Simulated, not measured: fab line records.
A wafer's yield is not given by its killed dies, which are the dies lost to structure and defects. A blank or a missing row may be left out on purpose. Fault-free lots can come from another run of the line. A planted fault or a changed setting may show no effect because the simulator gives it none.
Matching of chambers    flow n5Finfet    N5_FIN_SAQP_SPACER2_ALD_28 on aldSin-01 has 4 sister chambers
The step deposits SiO2, target thk 8.1 nm, pulse time 1 s, purge time 2 s. 14 wafers are shown with their chamber, then 7 later ones without.

EACH WAFER AND ITS CHAMBER
wafer   chamber  heaterPowerW (W)  precursorPulseHeightRel
L074.2  0        427               1.027
L074.3  1        504               1.020
L074.5  0        422               1.024
L076.1  1        505               0.982
L076.4  0        434               1.008
L076.6  0        436               1.016
L081.2  3        483               1.014
L081.4  2        579               0.956
L081.5  0        428               1.006
L085.1  3        481               1.024
L085.4  1        492               1.003
L085.5  0        429               1.018
L087.1  2        587               1.011
L087.3  0        413               1.035

SIGNATURES (means of the wafers above)
reading                  chamber 0  chamber 1  chamber 2  chamber 3  scatter within a chamber
heaterPowerW             427.00     500.33     583.00     482.00     7.03
precursorPulseHeightRel  1.01914    1.00167    0.98350    1.01900    0.0171
Rule: for a wafer and a chamber, the distance is found by dividing, reading by reading, the gap between the wafer's reading and the chamber's mean by the reading's scatter, squaring, summing and taking the root. If the next closest chamber is less than 2 further off than the closest, the wafer can't be placed; otherwise it belongs to the closest. The scatter: the root of (the sum of the squares of (reading less its chamber's mean) over the shown wafers, divided by (wafers less chambers)).

WAFERS MISSING THEIR CHAMBER
wafer   heaterPowerW (W)  precursorPulseHeightRel
L087.5  478               1.018
L095.1  489               0.983
L095.4  579               1.005
L095.5  423               0.972
L097.1  415               1.007
L097.3  514               1.005
L097.5  436               1.013

THE CHAMBER EACH PASSED THROUGH
wafer    from the rows above       in truth
L087.5   3                         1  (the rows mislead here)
L095.1   can't be placed: 1 or 3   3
L095.4   2                         2
L095.5   0                         0
L097.1   0                         0
L097.3   1                         1
L097.5   0                         0
Placed correctly: 5 of 7. Can't be placed from these rows: 1 (the true chamber is among the candidates in 1). Placed wrongly: 1.
